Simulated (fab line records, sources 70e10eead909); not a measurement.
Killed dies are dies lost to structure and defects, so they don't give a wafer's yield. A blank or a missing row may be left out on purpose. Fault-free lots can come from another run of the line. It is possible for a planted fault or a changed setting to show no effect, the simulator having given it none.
A lot that was struck, set against a sound lot | flow nandHarc | 15 out of 1159 route steps
Sound: wafers L636.1, L636.4, L636.6. Struck: wafer L643.1 (L643.4, L643.6, from the same lot, were not struck and are left out); the cause is given at the end.
Order at every step that has rows: each side's tool, ch and its chambers, its first start. Under that, the readings that differ: sound wafers | struck wafers | difference of the means | sigmas: that difference in standard deviations of wafers without a fault.
alike: a reading whose means differ by less than 2 such deviations, as well as words and numbers matching on both sides. not compared: withheld readings; readings where some wafer has no value; bounds like >300 that might hide an equal value; numbers whose values overlap and for which the record gives no deviation.
Wherever a step has rows on one side only, a row that says differs or no value, or a row with sigmas, the two part there. When numbers do not overlap yet have no deviation, they are printed without sigmas and do not part them. Lack of a reading on every wafer of one side parts them only where that side has two or more wafers.

first, 7 steps without rows for these wafers: NHARC_A_BONDPAD_COAT_33 (time 65 s); NHARC_A_BONDPAD_COAT_03 (resist thk 600 nm); NHARC_A_BONDPAD_SOFTBAKE_04 (time 70 s); NHARC_A_BONDPAD_EBR_05; NHARC_A_BONDPAD_EXPOSE_06 (exposes mask A BPAD); NHARC_A_BONDPAD_PEB_07 (peb time 80 s); NHARC_A_BONDPAD_DEVELOP_08 (time 50 s).
NHARC_A_BONDPAD_CD_MEAS_09: the cd target is 500 nm.
  sound on cdSem-02 ch 0, day 18 17:25; struck on cdSem-03 ch 0, day 20 11:31
  alike: cdNm
NHARC_A_BONDPAD_OVL_MEAS_35:
  sound: overlay-01 at day 18 17:30; struck: overlay-01 at day 20 11:36
  alike: overlayXNm, overlayYNm
then, 1 step without rows for these wafers: NHARC_A_BONDPAD_HARDBAKE_10 (time 65 s).
NHARC_A_BONDPAD_DESCUM_11: chemistry O2, time 3 s.
  sound on rieDiel-13 ch 1,3, day 18 17:37; struck on rieDiel-12 ch 2, day 20 11:45
reading    | sound          | struck | difference | sigmas
rfVppV (V) | 58.0 57.5 57.4 | 59.9   | +2.3       | +3
  alike: chamberPressureMTorr, drypumpMotorCurrentA, oesProductAu, showerheadPlenumPTorr, throttleValvePct
  not compared: rfHoursCounterH
NHARC_A_BONDPAD_ETCH_34: etches the open film in N2/H2, target depth 60 nm, overetch 18 nm, time 65.91 s.
  sound on rieDiel-13 ch 0,2, day 18 17:50; struck on rieDiel-12 ch 2, day 20 11:50
reading                      | sound             | struck | difference | sigmas
rfVppV (V)                   | 426.4 430.4 427.0 | 435.0  | +7.1       | +3
showerheadPlenumPTorr (Torr) | 1.92 2.02 1.92    | 2.17   | +0.22      | +2
  alike: chamberPressureMTorr, drypumpMotorCurrentA, oesProductAu, rfFwdPowerW, throttleValvePct
  not compared: rfHoursCounterH
NHARC_A_BONDPAD_ETCH_12: etches the open film in CHF3/O2, target depth 220 nm, time 110 s.
  sound on rieDiel-13 ch 1,2,3, day 18 17:58; struck on rieDiel-12 ch 3, day 20 11:56
reading             | sound             | struck | difference | sigmas
oesProductAu (a.u.) | 0.924 0.931 0.921 | 0.716  | -0.209     | -10
rfFwdPowerW (W)     | 499.1 494.3 498.0 | 298.1  | -199.0     | -99 or more
  alike: chamberPressureMTorr, drypumpMotorCurrentA, rfVppV, showerheadPlenumPTorr, throttleValvePct
  not compared: rfHoursCounterH
NHARC_A_BONDPAD_CD_MEAS_13:
  sound: cdSem-02 at day 18 18:05; struck: cdSem-01 at day 20 12:04
  alike: cdNm
NHARC_END_SORT_01:
  here the record holds rows for the struck wafers (prober-01 ch 0, day 21 20:38) but none for the sound ones

## WHERE THEY PART
At NHARC_A_BONDPAD_DESCUM_11 first; at NHARC_END_SORT_01 last (within this record only).

WHY: what the simulator had put in
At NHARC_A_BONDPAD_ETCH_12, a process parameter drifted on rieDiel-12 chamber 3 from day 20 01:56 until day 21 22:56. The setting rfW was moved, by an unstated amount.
